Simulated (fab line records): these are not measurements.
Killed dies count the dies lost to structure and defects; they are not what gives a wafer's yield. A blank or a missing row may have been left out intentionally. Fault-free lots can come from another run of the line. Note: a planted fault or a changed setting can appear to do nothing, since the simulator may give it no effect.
3 desks looking at one fault -- flow n5Finfet -- each desk holds nothing but its own numbers, with what lay behind them at the end

## THE METROLOGY DESK
Lot by lot, what the gauges showed, no matter which tool ran the lot: averages of those sampled wafers that carry a number. Marked OUT: a lot whose mean sits more than 4 standard deviations from the usual mean, which makes it out of limits; the brackets give that distance.
Columns: A = cdNm at N5_MIM_BOT_LITHO_CD_MEAS_08, usual 2999.0 nm
lot,first seen here,A
L252,day 12 09:45,3000.9
L250,day 12 09:55,2998.9
L253,day 12 13:41,2999.1
L254,day 13 02:56,2996.8
L255,day 13 16:28,2997.9
L256,day 13 16:55,2999.8
L259,day 14 15:22,2999.0
L260,day 14 15:31,2999.4
L265,day 16 08:14,2999.5
L268,day 16 22:02,2999.9
L272,day 18 19:56,2998.6
Result from this desk: across the 11 lots, nothing is out of limits.

## THE DEFECT DESK
What the inspections along the route counted, lot by lot: means of the sampled wafers that have a number. Marked OUT: a lot whose mean sits more than 4 standard deviations from the usual mean, which makes it out of limits; the brackets give that distance.
Columns: A = rawDefectCount at N5_MIM_TOP_LITHO_INSPECT_12, usual 2.1
lot,first seen here,A
L252,day 12 08:56,2.3
L250,day 12 09:04,1.3
L253,day 12 12:43,3.7
L254,day 13 02:15,1.3
L255,day 13 15:40,2.3
L256,day 13 16:03,3.3
L259,day 14 14:31,1.0
L260,day 14 14:34,2.0
L265,day 16 07:08,2.3
L268,day 16 21:14,2.3
L272,day 18 19:01,2.7
Result from this desk: across the 11 lots, nothing is out of limits.

## TOOL OWNER'S DESK, rieDiel-05
The tool's own readings at N5_MIM_BOT_ETCH_STRIP_01 (strips in O2): means of the sampled wafers that have a number, for each lot that ran on this tool. Marked OUT: a lot whose mean sits more than 4 standard deviations from the usual mean, which makes it out of limits; the brackets give that distance.
Columns: A = chamberPressureMTorr at N5_MIM_BOT_ETCH_STRIP_01, usual 29.99 mTorr; B = drypumpMotorCurrentA at N5_MIM_BOT_ETCH_STRIP_01, usual 5.8 A; C = oesProductAu at N5_MIM_BOT_ETCH_STRIP_01, usual 0.82 a.u.; D = rfVppV at N5_MIM_BOT_ETCH_STRIP_01, usual 3.8 V; E = showerheadPlenumPTorr at N5_MIM_BOT_ETCH_STRIP_01, usual 2.10 Torr; F = throttleValvePct at N5_MIM_BOT_ETCH_STRIP_01, usual 16.55 %
lot,first seen here,A,B,C,D,E,F
L255,day 13 16:57,30.01,5.7,0.82,4.8,2.03,16.65
L256,day 13 17:23,29.93,6.0,0.87,4.2,2.07,16.57
L259,day 14 15:50,29.96,5.7,0.81,4.3,2.03,16.59
L265,day 16 08:43,32.97 (+39) OUT,5.5,0.80,3.6,2.08,16.65
Finding of this desk: L265 out of limits; the first was L265 at day 16 08:43, on chamberPressureMTorr at N5_MIM_BOT_ETCH_STRIP_01. L255, L256, L259: within limits.

## TAKEN TOGETHER
An alarm could have come from the tool owner's desk at day 16 08:43, on L265.
The metrology desk saw nothing out of limits.
Nothing out of limits was seen by the defect desk.
The metrology desk holds a record of L265, inside its limits.
The defect desk has L265 on record, within its limits.
Every lot named ran N5_MIM_BOT_ETCH_STRIP_01 on rieDiel-05.

## WHAT THE SIMULATOR HAD PUT IN
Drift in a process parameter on rieDiel-05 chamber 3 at N5_MIM_BOT_ETCH_STRIP_01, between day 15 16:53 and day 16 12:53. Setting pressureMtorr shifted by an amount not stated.
Struck lots among those shown: L265.
Each desk's first reading out of limits, in hours after the fault started: the tool owner's desk, 16.
